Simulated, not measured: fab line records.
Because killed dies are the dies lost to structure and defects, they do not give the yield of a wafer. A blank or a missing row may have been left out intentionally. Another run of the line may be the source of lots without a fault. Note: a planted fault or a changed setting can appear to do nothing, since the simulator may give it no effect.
The tool behind it: which one? :: flow nand harc :: 11 lots with 33 wafers sampled at 5 steps, on a route of 1159 steps

== WHAT EACH GAUGE READ, for each wafer ==
NHARC_END_SORT_01. Usual: killed at array 26, standard deviation 9.7; killed at other 1.0, standard deviation 1.2; killed at periphery 3.9, standard deviation 2.6; killed dies 31, standard deviation 9.7; killed open 3.2, standard deviation 1.8; killed short 2.0, standard deviation 1.3.
lot: L637
measured: day 21 12:04
on: prober-02
killed at array: 673 671 673
killed at other: 0 1 2
killed at periphery: 4 5 2
killed dies: 677 677 677
killed open: 3 6 3
killed short: 0 2 2
flag: OFF

lot: L635
measured: day 21 10:55
on: prober-01
killed at array: 672 675 673
killed at other: 1 0 0
killed at periphery: 4 2 4
killed dies: 677 677 677
killed open: 7 0 3
killed short: 4 3 2
flag: OFF

lot: L636
measured: day 21 21:27
on: prober-02
killed at array: 676 674 676
killed at other: 0 0 0
killed at periphery: 1 3 1
killed dies: 677 677 677
killed open: 1 2 4
killed short: 1 2 3
flag: OFF

lot: L643
measured: day 22 12:08
on: prober-02
killed at array: 31 32 28
killed at other: 1 0 1
killed at periphery: 0 2 2
killed dies: 32 34 31
killed open: 4 2 4
killed short: 3 5 4
flag: 

lot: L644
measured: day 23 21:55
on: prober-01
killed at array: 38 34 43
killed at other: 0 0 0
killed at periphery: 3 2 0
killed dies: 41 36 43
killed open: 1 0 3
killed short: 4 2 2
flag: 

lot: L647
measured: day 23 23:39
on: prober-02
killed at array: 14 15 20
killed at other: 0 0 0
killed at periphery: 7 3 6
killed dies: 21 18 26
killed open: 2 1 5
killed short: 2 1 2
flag: 

lot: L648
measured: day 24 05:40
on: prober-01
killed at array: 33 41 47
killed at other: 0 1 3
killed at periphery: 0 1 0
killed dies: 33 43 50
killed open: 1 4 2
killed short: 0 3 1
flag: 

lot: L649
measured: day 24 08:17
on: prober-02
killed at array: 31 26 32
killed at other: 1 6 0
killed at periphery: 4 8 0
killed dies: 36 40 32
killed open: 3 2 3
killed short: 2 2 2
flag: 

lot: L650
measured: day 25 03:33
on: prober-01
killed at array: 18 20 21
killed at other: 3 2 1
killed at periphery: 4 5 0
killed dies: 25 27 22
killed open: 5 2 3
killed short: 0 1 0
flag: 

lot: L652
measured: day 25 03:33
on: prober-02
killed at array: 23 33 43
killed at other: 0 0 0
killed at periphery: 3 4 4
killed dies: 26 37 47
killed open: 3 6 8
killed short: 2 2 2
flag: 

lot: L651
measured: day 25 11:17
on: prober-02
killed at array: 31 38 24
killed at other: 1 2 2
killed at periphery: 8 10 5
killed dies: 40 50 31
killed open: 3 4 1
killed short: 2 4 2
flag: 

== WHAT TOOL EACH LOT RAN ON (gives the tool, then ch and the chambers of the sampled wafers, and finally the start) ==
lot: L637
NHARC_A_ONON_D1_DEP_33: pecvd-02 ch 0,1,2, day 10 01:11
NHARC_A_CHANNEL_HOLE_D1_ETCH_34: rie diel-07 ch 0,2, day 10 05:36
NHARC_A_CHANNEL_HOLE_D1_ETCH_20: har etch-01 ch 0, day 10 06:38
NHARC_A_CHANNEL_HOLE_D1_ETCH_23: har etch-01 ch 0, day 10 08:01

lot: L635
NHARC_A_ONON_D1_DEP_33: pecvd-03 ch 0,1,2, day 10 01:12
NHARC_A_CHANNEL_HOLE_D1_ETCH_34: rie diel-02 ch 0,2,3, day 10 04:59
NHARC_A_CHANNEL_HOLE_D1_ETCH_20: har etch-02 ch 0,1, day 10 06:07
NHARC_A_CHANNEL_HOLE_D1_ETCH_23: har etch-02 ch 0,1, day 10 07:38

lot: L636
NHARC_A_ONON_D1_DEP_33: pecvd-04 ch 0,1, day 10 01:16
NHARC_A_CHANNEL_HOLE_D1_ETCH_34: rie diel-09 ch 2,3, day 10 06:00
NHARC_A_CHANNEL_HOLE_D1_ETCH_20: har etch-02 ch 0,1, day 10 10:13
NHARC_A_CHANNEL_HOLE_D1_ETCH_23: har etch-02 ch 0,1, day 10 11:40

lot: L643
NHARC_A_ONON_D1_DEP_33: pecvd-03 ch 0,1,2, day 11 18:21
NHARC_A_CHANNEL_HOLE_D1_ETCH_34: rie diel-02 ch 1,2, day 11 22:01
NHARC_A_CHANNEL_HOLE_D1_ETCH_20: har etch-01 ch 0,1, day 11 22:57
NHARC_A_CHANNEL_HOLE_D1_ETCH_23: har etch-01 ch 0,1, day 12 00:20

lot: L644
NHARC_A_ONON_D1_DEP_33: pecvd-02 ch 1,2, day 12 03:00
NHARC_A_CHANNEL_HOLE_D1_ETCH_34: rie diel-02 ch 0,1,2, day 12 06:40
NHARC_A_CHANNEL_HOLE_D1_ETCH_20: har etch-01 ch 0,1, day 12 07:32
NHARC_A_CHANNEL_HOLE_D1_ETCH_23: har etch-01 ch 0,1, day 12 08:52

lot: L647
NHARC_A_ONON_D1_DEP_33: pecvd-03 ch 0,2, day 12 11:07
NHARC_A_CHANNEL_HOLE_D1_ETCH_34: rie diel-09 ch 0,1, day 12 15:14
NHARC_A_CHANNEL_HOLE_D1_ETCH_20: har etch-02 ch 0,1, day 12 17:27
NHARC_A_CHANNEL_HOLE_D1_ETCH_23: har etch-02 ch 0,1, day 12 18:54

lot: L648
NHARC_A_ONON_D1_DEP_33: pecvd-03 ch 0,2, day 12 16:43
NHARC_A_CHANNEL_HOLE_D1_ETCH_34: rie diel-07 ch 1,2,3, day 12 20:26
NHARC_A_CHANNEL_HOLE_D1_ETCH_20: har etch-02 ch 0,1, day 12 21:34
NHARC_A_CHANNEL_HOLE_D1_ETCH_23: har etch-02 ch 0,1, day 12 22:57

lot: L649
NHARC_A_ONON_D1_DEP_33: pecvd-04 ch 0,1,2, day 12 16:53
NHARC_A_CHANNEL_HOLE_D1_ETCH_34: rie diel-02 ch 1,2,3, day 12 21:11
NHARC_A_CHANNEL_HOLE_D1_ETCH_20: har etch-01 ch 0,1, day 12 22:20
NHARC_A_CHANNEL_HOLE_D1_ETCH_23: har etch-01 ch 0,1, day 12 23:48

lot: L650
NHARC_A_ONON_D1_DEP_33: pecvd-02 ch 1,2, day 13 05:26
NHARC_A_CHANNEL_HOLE_D1_ETCH_34: rie diel-02 ch 0,1,3, day 13 10:44
NHARC_A_CHANNEL_HOLE_D1_ETCH_20: har etch-02 ch 0,1, day 13 11:39
NHARC_A_CHANNEL_HOLE_D1_ETCH_23: har etch-02 ch 0,1, day 13 13:02

lot: L652
NHARC_A_ONON_D1_DEP_33: pecvd-03 ch 0,1, day 13 23:46
NHARC_A_CHANNEL_HOLE_D1_ETCH_34: rie diel-02 ch 1,3, day 14 03:41
NHARC_A_CHANNEL_HOLE_D1_ETCH_20: har etch-02 ch 0,1, day 14 04:35
NHARC_A_CHANNEL_HOLE_D1_ETCH_23: har etch-02 ch 0,1, day 14 05:58

lot: L651
NHARC_A_ONON_D1_DEP_33: pecvd-02 ch 1,2, day 13 23:51
NHARC_A_CHANNEL_HOLE_D1_ETCH_34: rie diel-07 ch 0,1,3, day 14 03:50
NHARC_A_CHANNEL_HOLE_D1_ETCH_20: har etch-02 ch 0,1, day 14 08:42
NHARC_A_CHANNEL_HOLE_D1_ETCH_23: har etch-02 ch 0,1, day 14 10:01
- NHARC_A_ONON_D1_DEP_33: deposits SiO2, target thk 200 nm.
- NHARC_A_CHANNEL_HOLE_D1_ETCH_34: etches the open film in CF4/CHF3, target depth 154 nm, time 77 s.
- NHARC_A_CHANNEL_HOLE_D1_ETCH_20: etches the open film in C4F8/O2/Ar, time 361.9 s, target depth 1600 nm.
- NHARC_A_CHANNEL_HOLE_D1_ETCH_23: etches the open film in C4F8/O2/Ar, time 819 s, target depth 1600 nm.

== WHAT THE TOOLS THEMSELVES READ (means of the sampled wafers that have a number; where no wafer has one, the mark that the record gives instead) ==
NHARC_A_ONON_D1_DEP_33. Usual: flow sccm 2652 sccm, standard deviation 9.3; heater power w 579 W, standard deviation 84; throttle valve pct 15.8 %, standard deviation 0.41.
lot: L637
tool: pecvd-02
flow sccm (sccm): 2644
heater power w (W): 521
throttle valve pct (%): 15.2
flag: 

lot: L635
tool: pecvd-03
flow sccm (sccm): 2649
heater power w (W): 635
throttle valve pct (%): 15.9
flag: 

lot: L636
tool: pecvd-04
flow sccm (sccm): 2647
heater power w (W): 542
throttle valve pct (%): 16.1
flag: 

lot: L643
tool: pecvd-03
flow sccm (sccm): 2654
heater power w (W): 626
throttle valve pct (%): 15.9
flag: 

lot: L644
tool: pecvd-02
flow sccm (sccm): 2642
heater power w (W): 542
throttle valve pct (%): 15.4
flag: 

lot: L647
tool: pecvd-03
flow sccm (sccm): 2663
heater power w (W): 635
throttle valve pct (%): 16.3
flag: 

lot: L648
tool: pecvd-03
flow sccm (sccm): 2656
heater power w (W): 586
throttle valve pct (%): 16.2
flag: 

lot: L649
tool: pecvd-04
flow sccm (sccm): 2646
heater power w (W): 514
throttle valve pct (%): 15.9
flag: 

lot: L650
tool: pecvd-02
flow sccm (sccm): 2666
heater power w (W): 530
throttle valve pct (%): 15.4
flag: 

lot: L652
tool: pecvd-03
flow sccm (sccm): 2656
heater power w (W): 583
throttle valve pct (%): 15.8
flag: 

lot: L651
tool: pecvd-02
flow sccm (sccm): 2656
heater power w (W): 617
throttle valve pct (%): 15.7
flag: 

NHARC_A_CHANNEL_HOLE_D1_ETCH_34. Usual: bias w 200.0 W, standard deviation 0.58; cf4 flow sccm 100.01 sccm, standard deviation 0.27; chamber pressure mTorr 25.006 mTorr, standard deviation 0.03; drypump motor current A 5.6 A, standard deviation 0.47; oes product au 0.945 a.u., standard deviation 0.026; rf vpp V 369.7 V, standard deviation 2.5; showerhead plenum p Torr 1.55 Torr, standard deviation 0.074; throttle valve pct 16.803 %, standard deviation 0.0088.
lot: L637
tool: rie diel-07
bias w (W): -
cf4 flow sccm (sccm): -
chamber pressure mTorr (mTorr): -
drypump motor current A (A): -
oes product au (a.u.): -
rf vpp V (V): -
showerhead plenum p Torr (Torr): -
throttle valve pct (%): -
flag: OFF

lot: L635
tool: rie diel-02
bias w (W): -
cf4 flow sccm (sccm): -
chamber pressure mTorr (mTorr): -
drypump motor current A (A): -
oes product au (a.u.): -
rf vpp V (V): -
showerhead plenum p Torr (Torr): -
throttle valve pct (%): -
flag: OFF

lot: L636
tool: rie diel-09
bias w (W): -
cf4 flow sccm (sccm): -
chamber pressure mTorr (mTorr): -
drypump motor current A (A): -
oes product au (a.u.): -
rf vpp V (V): -
showerhead plenum p Torr (Torr): -
throttle valve pct (%): -
flag: OFF

lot: L643
tool: rie diel-02
bias w (W): 199.4
cf4 flow sccm (sccm): 99.93
chamber pressure mTorr (mTorr): 25.002
drypump motor current A (A): 5.6
oes product au (a.u.): 0.952
rf vpp V (V): 367.8
showerhead plenum p Torr (Torr): 1.49
throttle valve pct (%): 16.801
flag: 

lot: L644
tool: rie diel-02
bias w (W): 199.7
cf4 flow sccm (sccm): 100.05
chamber pressure mTorr (mTorr): 25.007
drypump motor current A (A): 5.7
oes product au (a.u.): 0.924
rf vpp V (V): 367.5
showerhead plenum p Torr (Torr): 1.49
throttle valve pct (%): 16.797
flag: 

lot: L647
tool: rie diel-09
bias w (W): 199.9
cf4 flow sccm (sccm): 99.74
chamber pressure mTorr (mTorr): 25.024
drypump motor current A (A): 5.2
oes product au (a.u.): 0.978
rf vpp V (V): 372.1
showerhead plenum p Torr (Torr): 1.60
throttle valve pct (%): 16.805
flag: 

lot: L648
tool: rie diel-07
bias w (W): 200.2
cf4 flow sccm (sccm): 99.84
chamber pressure mTorr (mTorr): 24.987
drypump motor current A (A): 5.8
oes product au (a.u.): 0.976
rf vpp V (V): 370.6
showerhead plenum p Torr (Torr): 1.59
throttle valve pct (%): 16.806
flag: 

lot: L649
tool: rie diel-02
bias w (W): 199.9
cf4 flow sccm (sccm): 99.87
chamber pressure mTorr (mTorr): 25.008
drypump motor current A (A): 5.6
oes product au (a.u.): 0.920
rf vpp V (V): 367.7
showerhead plenum p Torr (Torr): 1.49
throttle valve pct (%): 16.809
flag: 

lot: L650
tool: rie diel-02
bias w (W): 199.9
cf4 flow sccm (sccm): 99.97
chamber pressure mTorr (mTorr): 25.095
drypump motor current A (A): 5.3
oes product au (a.u.): 0.911
rf vpp V (V): 367.8
showerhead plenum p Torr (Torr): 1.48
throttle valve pct (%): 16.800
flag: 

lot: L652
tool: rie diel-02
bias w (W): 199.8
cf4 flow sccm (sccm): 100.35
chamber pressure mTorr (mTorr): 25.014
drypump motor current A (A): 5.2
oes product au (a.u.): 0.908
rf vpp V (V): 367.2
showerhead plenum p Torr (Torr): 1.48
throttle valve pct (%): 16.804
flag: 

lot: L651
tool: rie diel-07
bias w (W): 200.0
cf4 flow sccm (sccm): 99.82
chamber pressure mTorr (mTorr): 24.995
drypump motor current A (A): 5.6
oes product au (a.u.): 0.942
rf vpp V (V): 370.7
showerhead plenum p Torr (Torr): 1.60
throttle valve pct (%): 16.804
flag: 

NHARC_A_CHANNEL_HOLE_D1_ETCH_20. Usual: c4f8 flow sccm 89.33 sccm, standard deviation 0.29; chamber pressure mTorr 19.999 mTorr, standard deviation 0.019; drypump motor current A 5.8 A, standard deviation 0.58; showerhead plenum p Torr 3.81 Torr, standard deviation 0.036; throttle valve pct 32.155 %, standard deviation 0.0097.
lot: L637
tool: har etch-01
c4f8 flow sccm (sccm): 89.17
chamber pressure mTorr (mTorr): 19.998
drypump motor current A (A): 4.9
showerhead plenum p Torr (Torr): 3.81
throttle valve pct (%): 32.161
flag: 

lot: L635
tool: har etch-02
c4f8 flow sccm (sccm): 89.24
chamber pressure mTorr (mTorr): 19.983
drypump motor current A (A): 6.3
showerhead plenum p Torr (Torr): 3.84
throttle valve pct (%): 32.162
flag: 

lot: L636
tool: har etch-02
c4f8 flow sccm (sccm): 89.23
chamber pressure mTorr (mTorr): 20.006
drypump motor current A (A): 6.3
showerhead plenum p Torr (Torr): 3.80
throttle valve pct (%): 32.151
flag: 

lot: L643
tool: har etch-01
c4f8 flow sccm (sccm): 89.57
chamber pressure mTorr (mTorr): 19.995
drypump motor current A (A): 5.2
showerhead plenum p Torr (Torr): 3.80
throttle valve pct (%): 32.158
flag: 

lot: L644
tool: har etch-01
c4f8 flow sccm (sccm): 89.54
chamber pressure mTorr (mTorr): 20.017
drypump motor current A (A): 5.2
showerhead plenum p Torr (Torr): 3.80
throttle valve pct (%): 32.152
flag: 

lot: L647
tool: har etch-02
c4f8 flow sccm (sccm): 89.17
chamber pressure mTorr (mTorr): 19.987
drypump motor current A (A): 6.4
showerhead plenum p Torr (Torr): 3.82
throttle valve pct (%): 32.161
flag: 

lot: L648
tool: har etch-02
c4f8 flow sccm (sccm): 89.26
chamber pressure mTorr (mTorr): 20.024
drypump motor current A (A): 6.2
showerhead plenum p Torr (Torr): 3.78
throttle valve pct (%): 32.145
flag: 

lot: L649
tool: har etch-01
c4f8 flow sccm (sccm): 89.11
chamber pressure mTorr (mTorr): 19.997
drypump motor current A (A): 5.2
showerhead plenum p Torr (Torr): 3.80
throttle valve pct (%): 32.149
flag: 

lot: L650
tool: har etch-02
c4f8 flow sccm (sccm): 89.39
chamber pressure mTorr (mTorr): 19.986
drypump motor current A (A): 6.3
showerhead plenum p Torr (Torr): 3.82
throttle valve pct (%): 32.145
flag: 

lot: L652
tool: har etch-02
c4f8 flow sccm (sccm): 89.12
chamber pressure mTorr (mTorr): 20.001
drypump motor current A (A): 6.2
showerhead plenum p Torr (Torr): 3.78
throttle valve pct (%): 32.161
flag: 

lot: L651
tool: har etch-02
c4f8 flow sccm (sccm): 89.11
chamber pressure mTorr (mTorr): 20.015
drypump motor current A (A): 6.2
showerhead plenum p Torr (Torr): 3.77
throttle valve pct (%): 32.167
flag: 

NHARC_A_CHANNEL_HOLE_D1_ETCH_23. Usual: c4f8 flow sccm 89.26 sccm, standard deviation 0.26; chamber pressure mTorr 19.999 mTorr, standard deviation 0.019; drypump motor current A 5.8 A, standard deviation 0.58; showerhead plenum p Torr 3.81 Torr, standard deviation 0.036; throttle valve pct 32.155 %, standard deviation 0.0089.
lot: L637
tool: har etch-01
c4f8 flow sccm (sccm): 89.20
chamber pressure mTorr (mTorr): 20.008
drypump motor current A (A): 4.9
showerhead plenum p Torr (Torr): 3.81
throttle valve pct (%): 32.159
flag: 

lot: L635
tool: har etch-02
c4f8 flow sccm (sccm): 89.08
chamber pressure mTorr (mTorr): 19.995
drypump motor current A (A): 6.3
showerhead plenum p Torr (Torr): 3.84
throttle valve pct (%): 32.155
flag: 

lot: L636
tool: har etch-02
c4f8 flow sccm (sccm): 89.44
chamber pressure mTorr (mTorr): 19.977
drypump motor current A (A): 6.2
showerhead plenum p Torr (Torr): 3.80
throttle valve pct (%): 32.151
flag: 

lot: L643
tool: har etch-01
c4f8 flow sccm (sccm): 89.40
chamber pressure mTorr (mTorr): 19.998
drypump motor current A (A): 5.2
showerhead plenum p Torr (Torr): 3.80
throttle valve pct (%): 32.156
flag: 

lot: L644
tool: har etch-01
c4f8 flow sccm (sccm): 89.49
chamber pressure mTorr (mTorr): 20.009
drypump motor current A (A): 5.2
showerhead plenum p Torr (Torr): 3.80
throttle valve pct (%): 32.158
flag: 

lot: L647
tool: har etch-02
c4f8 flow sccm (sccm): 89.31
chamber pressure mTorr (mTorr): 20.004
drypump motor current A (A): 6.3
showerhead plenum p Torr (Torr): 3.82
throttle valve pct (%): 32.160
flag: 

lot: L648
tool: har etch-02
c4f8 flow sccm (sccm): 89.31
chamber pressure mTorr (mTorr): 20.005
drypump motor current A (A): 6.2
showerhead plenum p Torr (Torr): 3.78
throttle valve pct (%): 32.147
flag: 

lot: L649
tool: har etch-01
c4f8 flow sccm (sccm): 89.42
chamber pressure mTorr (mTorr): 19.989
drypump motor current A (A): 5.2
showerhead plenum p Torr (Torr): 3.79
throttle valve pct (%): 32.159
flag: 

lot: L650
tool: har etch-02
c4f8 flow sccm (sccm): 88.95
chamber pressure mTorr (mTorr): 20.020
drypump motor current A (A): 6.3
showerhead plenum p Torr (Torr): 3.82
throttle valve pct (%): 32.152
flag: 

lot: L652
tool: har etch-02
c4f8 flow sccm (sccm): 89.04
chamber pressure mTorr (mTorr): 19.994
drypump motor current A (A): 6.2
showerhead plenum p Torr (Torr): 3.77
throttle valve pct (%): 32.156
flag: 

lot: L651
tool: har etch-02
c4f8 flow sccm (sccm): 89.24
chamber pressure mTorr (mTorr): 19.991
drypump motor current A (A): 6.3
showerhead plenum p Torr (Torr): 3.77
throttle valve pct (%): 32.152
flag: 

== THE ANSWER, worked out from the rows above alone ==
Rule: a lot counts as off when the mean over its wafers that have a number is more than 3 standard deviations away from the usual mean. A lot without any number at a reading at which 4 lots or more have one is off too. The other lots that the step has rows for count as sound. The gauges are gone through in route order, then the tools' own readings, and for those a lot's mean is taken as printed above. At the first step where some lot is off, the reading lying furthest off is the one used; lots without a number count as furthest.
Off, at NHARC_END_SORT_01 on killed at array: L637, L635, L636.
If a tool, at a process step before that reading, ran all the lots that are off and no sound lot after the first of them, it fits. The gauges at NHARC_END_SORT_01 aren't tried: what is off there is off at NHARC_A_CHANNEL_HOLE_D1_ETCH_34 too, on other tools, and a gauge's error can't cause that. No candidate that was tried fits.

== WHAT HAD BEEN PUT IN BY THE SIMULATOR ==
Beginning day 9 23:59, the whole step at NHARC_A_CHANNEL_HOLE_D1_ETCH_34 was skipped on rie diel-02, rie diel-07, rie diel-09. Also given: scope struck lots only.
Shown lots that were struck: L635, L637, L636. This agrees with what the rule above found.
